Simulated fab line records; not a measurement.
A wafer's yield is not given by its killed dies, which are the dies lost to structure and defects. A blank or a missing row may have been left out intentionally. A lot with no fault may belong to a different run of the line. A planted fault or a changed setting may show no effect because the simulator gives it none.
fab line records	flow nandHarc	part 2 of 2: steps 4 to 6 of 6
record: lots: 24	wafers: 72	lastDay: 33
route steps=1302 shown P_ZERO_WELL@16 P_GATE@132 P_CONTACT@218
lots with no fault: from the same line, run without faults
startH: hours from the record's first day to the start of the lot's first wafer shown	waitH: how many hours have passed since the lot's step before this one	" same as the row above	L1.1+2: a row that stands for several wafers	- no value present, or no start provided	* or withheld: withheld	< > ~ a bound
route shown NAME@n: names a module that has steps shown in the file, with the first one's number in the route	usual: average and standard deviation across the fault-free wafers	same: alike in all rows	chamber/n: place in a boat	sites: per-site readings	_std_site: the standard deviation of these	_edge_site: mean of outer sites minus mean of inner sites	radiusMm: for every site, how far away it sits from the centre of the wafer	mask NAME#n: copy n	behind: the tool/chamber that last shaped the wafer	hold: what put the lot on hold/how long, in hours/how the hold closed	device: which transistor (n, p or np) failed to switch	end of line: tests of these same wafers at the route's end	where a step has no rows: the recipe by itself	killed: dies lost to structure and defects at the first sort, not the wafer's yield	map: dies across one wafer; x = killed, . = not, _ = none there
set.NAME: the setting that was run; set.NAME@STEP: the one run at that earlier step	model.NAME: the simulator's own value behind a step, which no gauge read
the route's steps for a sample of lots (tables are steps, rows are wafers)
services: when a tool's chamber went out of use (startH, in hours from the record's first day, below 0 if earlier), for how many hours, and the reason
== steps ==
step: NHARC_P_GATE_DESCUM_48
recipe: timeS: 3	o2FlowSccm: 200	arFlowSccm: 0	biasPowerW: 0	chemistry: O2
usual: drypumpMotorCurrentA: 5.6/0.4	oesProductAu: 1.002/0.011	rfVppV: 57.9/0.82	showerheadPlenumPTorr: 1.95/0.066	throttleValvePct: 11.310/0.0098
same: timeS: 3
lot.wafer	tool	chamber	startH	waitH	drypumpMotorCurrentA	oesProductAu	rfHoursCounterH	rfVppV	showerheadPlenumPTorr	throttleValvePct
L074.5	rieDiel-07	0	108.38	-	5.5	0.996	-	56.8	1.89	11.294
L074.6	"	1	"	"	4.7	1.000	-	57.9	2.02	11.322
L074.4	"	2	"	"	5.9	0.987	-	58.0	2.04	11.305
L075.2	rieDiel-02	1	123.31	-	5.6	0.999	3.3	57.8	2.01	11.314
L075.1	"	2	"	"	6.0	1.014	3.8	57.2	1.96	11.310
L075.6	"	3	"	"	5.6	0.996	-	58.3	1.82	11.306
L076.4	rieDiel-10	0	127.69	-	5.4	0.981	2.1	57.8	1.89	11.323
L076.2	"	2	"	"	5.5	0.986	1.6	58.0	2.05	11.314
L076.6	"	1	"	"	6.0	1.009	-	58.1	1.90	11.309
L077.4	rieDiel-10	3	140.82	-	5.8	1.007	1.8	58.5	1.98	11.316
L077.1	"	0	"	"	5.4	1.017	2.8	59.4	1.89	11.312
L077.6	"	0	"	"	5.4	1.005	-	58.0	1.89	11.317
L078.2	rieDiel-07	0	144.03	-	5.5	1.004	1.3	58.4	1.89	11.310
L078.3	"	1	"	"	4.7	0.997	0.8	59.9	2.02	11.307
L078.4	"	3	"	"	6.3	0.999	1.3	58.7	1.94	11.311
L079.4	rieDiel-10	0	156.78	-	5.4	1.008	4.0	57.1	1.89	11.311
L079.2	"	3	"	"	5.7	1.003	3.0	58.3	1.98	11.313
L079.6	"	1	"	"	6.0	1.011	-	56.4	1.90	11.306
L080.2	rieDiel-02	2	168.90	-	6.1	1.019	5.1	56.3	1.96	11.314
L080.6	"	0	"	"	5.1	0.995	-	58.2	1.89	11.308
L080.5	"	1	"	"	5.6	1.017	-	57.0	2.01	11.309
L081.1	rieDiel-02	1	182.50	-	5.6	1.025	6.0	58.1	2.01	11.298
L081.5	"	1	"	"	5.6	1.024	-	57.2	2.01	11.316
L081.6	"	2	"	"	6.1	1.019	-	58.6	1.96	11.310
L082.4	rieDiel-07	3	190.92	-	6.3	0.989	3.5	57.8	1.94	11.307
L082.1	"	2	"	"	5.9	0.986	3.4	57.8	2.03	11.334
L082.6	"	3	"	"	6.3	0.996	-	58.8	1.94	11.321
L083.3	rieDiel-07	3	194.47	-	6.3	0.992	4.1	57.3	1.94	11.312
L083.2	"	0	"	"	5.5	0.998	4.3	57.5	1.89	11.317
L083.4	"	1	"	"	4.7	0.993	4.0	58.8	2.02	11.320
L084.1	rieDiel-10	1	217.07	-	6.0	1.021	6.7	56.8	1.90	11.310
L084.3	"	2	"	"	5.5	0.989	6.5	58.1	2.05	11.297
L084.5	"	2	"	"	5.5	0.994	-	58.1	2.05	11.310
L085.2	rieDiel-10	2	219.50	-	5.5	1.000	6.6	58.8	2.05	11.310
L085.4	"	1	"	"	6.0	1.011	6.7	57.9	1.90	11.324
L085.5	"	3	"	"	5.7	1.016	-	58.3	1.98	11.328
L086.1	rieDiel-02	2	226.50	-	6.1	1.022	0	57.2	1.96	11.295
L086.5	"	0	"	"	5.1	1.012	-	56.5	1.89	11.316
L086.6	"	1	"	"	5.6	0.999	-	59.0	2.01	11.321
L087.1	rieDiel-07	1	242.46	-	4.7	1.003	6.8	58.6	2.02	11.303
L087.3	"	3	"	"	6.3	1.001	6.0	57.7	1.94	11.307
L087.5	"	0	"	"	5.5	1.005	-	57.3	1.89	11.301
L088.2	rieDiel-10	3	256.78	-	5.7	1.010	1.0	58.7	1.98	11.316
L088.4	"	0	"	"	5.3	0.994	1.0	59.3	1.89	11.327
L088.6	"	3	"	"	5.8	1.013	-	57.5	1.98	11.317
L089.2	rieDiel-02	1	256.98	-	5.6	1.000	2.0	58.4	2.01	11.315
L089.3	"	3	"	"	5.6	1.009	1.9	57.4	1.82	11.292
L089.6	"	2	"	"	6.1	1.008	-	57.0	1.96	11.305
L090.1	rieDiel-10	0	275.38	-	5.4	0.991	1.6	58.8	1.89	11.310
L090.4	"	1	"	"	6.0	0.997	1.6	57.5	1.90	11.325
L090.5	"	2	"	"	5.5	0.994	-	58.2	2.05	11.294
L091.2	rieDiel-07	1	279.47	-	4.7	1.006	8.9	57.9	2.02	11.305
L091.3	"	2	"	"	5.9	0.989	8.5	58.4	2.03	11.318
L091.4	"	3	"	"	6.2	1.001	7.9	58.9	1.94	11.314
L092.4	rieDiel-10	0	299.32	-	5.4	0.997	2.9	56.9	1.89	11.289
L092.5	"	3	"	"	5.7	1.015	-	57.9	1.98	11.298
L092.6	"	0	"	"	5.4	1.000	-	57.4	1.89	11.310
L093.2	rieDiel-07	1	303.90	-	4.7	1.004	0	58.1	2.02	11.310
L093.3	"	2	"	"	5.9	0.994	0	60.2	2.03	11.293
L093.6	"	0	"	"	5.5	1.006	-	57.9	1.89	11.297
L094.1	rieDiel-10	0	309.66	-	5.4	1.000	3.6	57.3	1.89	11.306
L094.4	"	1	"	"	6.0	0.997	3.6	57.0	1.90	11.307
L094.5	"	0	"	"	5.3	0.990	-	57.7	1.89	11.312
L095.4	rieDiel-10	1	314.23	-	6.0	1.007	3.7	56.6	1.90	11.309
L095.3	"	2	"	"	5.5	0.982	4.9	58.6	2.05	11.315
L095.1	"	3	"	"	5.8	1.003	4.9	58.9	1.98	11.335
L096.3	rieDiel-02	2	328.94	-	6.1	1.024	6.9	58.9	1.96	11.322
L096.1	"	3	"	"	5.6	1.008	6.4	58.6	1.82	11.311
L096.6	"	2	"	"	6.1	1.021	-	57.7	1.96	11.308
L097.2	rieDiel-07	0	338.72	-	5.5	0.989	1.3	58.2	1.89	11.334
L097.4	"	1	"	"	4.7	1.008	1.4	57.8	2.02	11.322
L097.5	"	1	"	"	4.7	1.003	-	58.1	2.02	11.304
step: NHARC_P_CONTACT_DEP_00
recipe: targetThkA: 5000	tempC: 400	pressureTorr: 6.5	rfW: 900	teosFlowSccm: 161.4	flowSccm: 2650	targetThkNm: 500	gas: O2	material: SiO2
usual: chamberPressureTorr: 6.499/0.014	heaterPowerW: 524/93	rfFwdPowerW: 897.6/2.7	throttleValvePct: 16.0/0.37
lot.wafer	tool	chamber	startH	waitH	chamberPressureTorr	heaterPowerW	rfFwdPowerW	throttleValvePct
L074.4	pecvd-01	2	-	-	6.519	524	898.3	15.7
L074.6	"	0	"	"	6.504	426	895.5	16.4
L074.5	"	1	"	"	6.500	708	898.6	16.1
L075.2	pecvd-02	1	-	-	6.495	513	897.8	16.6
L075.1	"	2	"	"	6.500	534	898.9	15.8
L075.6	"	0	"	"	6.487	613	897.6	15.8
L076.2	pecvd-02	1	-	-	6.482	547	902.3	16.7
L076.4	"	1	"	"	6.497	402	898.9	16.3
L076.6	"	2	"	"	6.516	557	895.9	15.8
L077.1	pecvd-03	2	-	-	6.527	505	897.1	16.1
L077.6	"	1	"	"	6.510	608	895.4	16.0
L077.4	"	2	"	"	6.495	513	892.9	15.6
L078.2	pecvd-03	2	-	-	6.492	522	902.7	15.4
L078.3	"	1	"	"	6.509	573	896.0	15.8
L078.4	"	0	"	"	6.501	460	896.9	15.7
L079.2	pecvd-03	1	-	-	6.506	565	899.5	16.0
L079.6	"	2	"	"	6.522	554	900.2	15.4
L079.4	"	1	"	"	6.515	590	897.1	16.2
L080.2	pecvd-03	1	-	-	6.497	548	893.2	15.8
L080.6	"	2	"	"	6.491	507	903.1	15.6
L080.5	"	1	"	"	6.494	567	899.0	16.0
L081.1	pecvd-01	0	189.39	0.3	6.489	430	897.4	16.6
L081.6	"	1	"	"	6.495	649	903.0	15.6
L081.5	"	0	"	"	6.513	323	893.8	16.5
L082.1	pecvd-02	2	-	-	6.506	519	896.4	15.7
L082.6	"	1	"	"	6.486	542	892.0	16.7
L082.4	"	2	"	"	6.503	533	895.7	15.9
L083.2	pecvd-01	1	201.29	0.3	6.495	689	898.3	15.5
L083.4	"	1	"	"	6.513	689	891.3	15.8
L083.3	"	0	"	"	6.487	317	901.4	16.5
L084.3	pecvd-03	0	-	-	6.499	413	901.3	16.1
L084.1	"	1	"	"	6.495	543	894.5	15.4
L084.5	"	0	"	"	6.483	424	898.5	16.1
L085.2	pecvd-03	1	-	-	6.489	547	894.8	15.6
L085.5	"	0	"	"	6.488	344	900.4	15.7
L085.4	"	2	"	"	6.498	546	900.4	15.3
L086.1	pecvd-01	2	-	-	6.492	554	895.1	16.3
L086.6	"	1	"	"	6.501	704	900.1	15.7
L086.5	"	0	"	"	6.477	391	895.7	16.7
L087.3	pecvd-03	2	-	-	6.487	572	901.9	15.5
L087.1	"	0	"	"	6.505	364	896.5	15.8
L087.5	"	2	"	"	6.482	417	900.0	15.5
L088.2	pecvd-01	1	-	-	6.498	608	898.1	15.8
L088.6	"	0	"	"	6.524	422	897.9	16.7
L088.4	"	2	"	"	6.506	559	898.0	16.3
L089.2	pecvd-02	0	-	-	6.495	578	893.6	16.5
L089.3	"	2	"	"	6.516	510	896.2	16.1
L089.6	"	1	"	"	6.532	539	899.4	16.1
L090.1	pecvd-01	1	-	-	6.503	702	892.3	15.6
L090.5	"	1	"	"	6.487	730	898.0	15.9
L090.4	"	2	"	"	6.490	553	898.4	16.2
L091.3	pecvd-02	0	-	-	6.494	606	895.9	16.4
L091.2	"	1	"	"	6.528	547	898.6	16.1
L091.4	"	2	"	"	6.502	584	895.2	16.0
L092.4	pecvd-02	1	-	-	6.486	520	895.4	16.2
L092.5	"	2	"	"	6.496	465	894.7	15.7
L092.6	"	0	"	"	6.514	545	897.0	16.7
L093.2	pecvd-03	2	-	-	6.489	517	899.4	15.6
L093.3	"	1	"	"	6.489	477	891.8	15.8
L093.6	"	1	"	"	6.523	512	896.4	15.7
L094.1	pecvd-03	0	-	-	6.501	438	897.8	16.0
L094.4	"	1	"	"	6.510	434	901.2	15.8
L094.5	"	2	"	"	6.480	425	895.1	15.7
L095.3	pecvd-02	0	-	-	6.502	556	897.3	16.4
L095.1	"	1	"	"	6.485	430	899.7	16.3
L095.4	"	2	"	"	6.509	562	901.5	16.0
L096.3	pecvd-02	2	-	-	6.489	601	897.3	16.2
L096.1	"	0	"	"	6.498	700	898.4	16.7
L096.6	"	1	"	"	6.508	424	898.8	16.2
L097.2	pecvd-01	2	-	-	6.499	557	902.2	16.1
L097.5	"	0	"	"	6.479	441	896.9	15.9
L097.4	"	1	"	"	6.507	590	897.2	16.0
step: NHARC_P_CONTACT_PVD_32
recipe: targetThkA: 50	chamberPressurePa: 5	powerW: 5000	substrateTempC: 200	timeS: 17.7	material: Ti
usual: throttleValvePct: 30.3/1.1
same: timeS: 17.7
lot.wafer	tool	chamber	startH	waitH	throttleValvePct
L074.4	pvdSputter-01	-	-	-	29.6
L074.6	"	-	"	"	29.4
L074.5	"	-	"	"	29.7
L075.1	pvdSputter-01	-	-	-	29.3
L075.2	"	-	"	"	29.3
L075.6	"	-	"	"	33.1
L076.2	pvdSputter-03	-	-	-	29.4
L076.4	"	-	"	"	31.0
L076.6	"	-	"	"	29.4
L077.4	pvdSputter-01	-	-	-	33.1
L077.1	"	-	"	"	29.0
L077.6	"	-	"	"	29.5
L078.3	pvdSputter-03	-	-	-	30.7
L078.4	"	-	"	"	31.9
L078.2	"	-	"	"	29.2
L079.2	pvdSputter-01	-	-	-	32.7
L079.4	"	-	"	"	29.2
L079.6	"	-	"	"	29.8
L080.2	pvdSputter-01	-	-	-	29.7
L080.6	"	-	"	"	29.5
L080.5	"	-	"	"	29.3
L081.1	pvdSputter-03	-	-	-	29.6
L081.6	"	-	"	"	31.6
L081.5	"	-	"	"	29.6
L082.1	pvdSputter-01	-	-	-	29.3
L082.4	"	-	"	"	29.6
L082.6	"	-	"	"	29.1
L083.3	pvdSputter-02	-	-	-	29.8
L083.4	"	-	"	"	29.4
L083.2	"	-	"	"	30.0
L084.1	pvdSputter-02	-	-	-	29.5
L084.3	"	-	"	"	29.8
L084.5	"	-	"	"	30.1
L085.2	pvdSputter-02	-	-	-	29.7
L085.4	"	-	"	"	30.5
L085.5	"	-	"	"	29.6
L086.1	pvdSputter-02	-	-	-	30.7
L086.5	"	-	"	"	29.7
L086.6	"	-	"	"	30.0
L087.3	pvdSputter-03	-	-	-	31.4
L087.1	"	-	"	"	30.3
L087.5	"	-	"	"	30.9
L088.2	pvdSputter-03	-	-	-	31.6
L088.4	"	-	"	"	29.8
L088.6	"	-	"	"	31.2
L089.2	pvdSputter-01	-	-	-	32.7
L089.3	"	-	"	"	29.3
L089.6	"	-	"	"	29.5
L090.4	pvdSputter-01	-	-	-	29.2
L090.1	"	-	"	"	29.1
L090.5	"	-	"	"	32.6
L091.2	pvdSputter-03	-	-	-	29.9
L091.4	"	-	"	"	31.1
L091.3	"	-	"	"	31.5
L092.4	pvdSputter-01	-	-	-	29.5
L092.6	"	-	"	"	29.4
L092.5	"	-	"	"	32.7
L093.3	pvdSputter-03	-	-	-	30.5
L093.2	"	-	"	"	31.9
L093.6	"	-	"	"	31.2
L094.1	pvdSputter-03	-	-	-	29.9
L094.4	"	-	"	"	31.5
L094.5	"	-	"	"	30.2
L095.4	pvdSputter-01	-	-	-	29.3
L095.3	"	-	"	"	29.4
L095.1	"	-	"	"	32.5
L096.1	pvdSputter-02	-	-	-	30.3
L096.3	"	-	"	"	30.1
L096.6	"	-	"	"	30.0
L097.2	pvdSputter-02	-	-	-	30.5
L097.4	"	-	"	"	29.7
L097.5	"	-	"	"	30.5
== services ==
tool	chamber	startH	hours	kind
rieDiel-04	-	2.25	9.0	pm
pecvd-03	-	4.00	13.0	pm
rieDiel-08	-	13.81	9.0	pm
pecvd-02	-	46.14	13.0	pm
rieDiel-04	0	87.68	14.3	repair
pecvd-03	1	88.42	7.3	repair
rieDiel-13	1	130.15	6.9	repair
rieDiel-13	-	165.06	9.0	pm
rieDiel-04	2	178.02	6.9	repair
rieDiel-04	-	179.42	9.0	pm
pecvd-03	-	180.71	0.5	repair
pecvd-03	-	185.00	13.0	pm
rieDiel-08	0	186.29	6.8	repair
rieDiel-08	-	190.89	9.0	pm
rieDiel-13	-	211.85	0.2	repair
rieDiel-08	3	212.60	1.8	repair
rieDiel-13	0	219.10	4.8	repair
pecvd-02	-	227.14	13.0	pm
rieDiel-04	2	238.57	6.5	repair
pecvd-03	-	261.90	1.6	repair
rieDiel-04	2	267.54	3.4	repair
rieDiel-08	1	294.71	2.7	repair
pecvd-03	0	295.80	9.8	repair
rieDiel-13	-	342.06	9.0	pm
